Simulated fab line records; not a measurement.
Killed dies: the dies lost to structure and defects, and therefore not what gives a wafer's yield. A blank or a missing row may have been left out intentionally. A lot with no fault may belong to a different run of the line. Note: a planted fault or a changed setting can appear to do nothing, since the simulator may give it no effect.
Chamber matching	flow n5-finfet	pecvd-04 running N5_BEOL_M8_PECVD_70: 3 sister chambers
The step deposits SiO2 from TEOS/O2, target thk 20 nm, time 22.7 s. 22 wafers are shown with their chamber, then 11 later ones without.

## WAFERS, EACH WITH ITS CHAMBER
wafer	chamber	heater-power-w (W)	throttle-valve-pct (%)	showerhead-plenum-p-Torr (Torr)
L074.3	1	764	22.9	8.80
L074.4	1	793	22.9	8.81
L074.5	2	771	22.1	8.73
L075.2	1	893	22.7	8.81
L075.4	1	893	22.8	8.78
L075.6	0	611	22.6	8.79
L078.1	1	886	22.8	8.77
L078.3	2	728	22.3	8.74
L078.4	2	719	22.2	8.79
L080.1	2	778	21.9	8.73
L080.2	1	921	22.9	8.80
L080.5	1	887	22.7	8.76
L081.1	1	826	22.8	8.80
L081.3	2	756	22.6	8.75
L081.4	0	694	22.3	8.79
L084.3	0	588	22.4	8.77
L084.5	1	816	22.8	8.79
L084.6	0	609	22.6	8.77
L088.3	0	684	22.3	8.78
L088.5	0	684	22.5	8.77
L088.6	1	912	22.8	8.77
L089.2	0	601	22.3	8.78

SIGNATURES (means of the wafers above)
reading	chamber 0	chamber 1	chamber 2	scatter within a chamber
heater-power-w	638.71	859.10	750.40	47.2
throttle-valve-pct	22.429	22.810	22.220	0.151
showerhead-plenum-p-Torr	8.7786	8.7890	8.7480	0.0176
Rule: a wafer's distance from a chamber is the root of the sum, over the readings, of the square of ((its reading less the chamber's mean) divided by the reading's scatter). If the next closest chamber is less than 2 further off than the closest, the wafer can't be placed; otherwise it belongs to the closest. The scatter is the square root of a quotient: the sum, over the shown wafers, of each reading's squared deviation from its chamber's mean, divided by wafers minus chambers.

## WAFERS WITHOUT THEIR CHAMBER
wafer	heater-power-w (W)	throttle-valve-pct (%)	showerhead-plenum-p-Torr (Torr)
L089.4	854	23.0	8.81
L089.5	770	22.2	8.75
L093.3	912	23.0	8.80
L093.5	936	23.2	8.78
L093.6	742	22.4	8.74
L096.1	703	22.0	8.75
L096.3	852	22.8	8.80
L096.6	856	22.9	8.79
L094.1	709	22.1	8.76
L094.2	643	22.4	8.77
L094.6	819	22.8	8.79

## EACH ONE'S CHAMBER
wafer	from the rows above	in truth
L089.4	1	1
L089.5	2	2
L093.3	1	1
L093.5	1	1
L093.6	can't be placed: 2 or 0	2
L096.1	can't be placed: 2 or 0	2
L096.3	1	1
L096.6	1	1
L094.1	can't be placed: 2 or 0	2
L094.2	0	0
L094.6	1	1
Correct placement for 8 of the 11. Cannot be placed on the basis of these rows: 3; the candidates contain the true chamber in 3. Wrongly placed: 0.
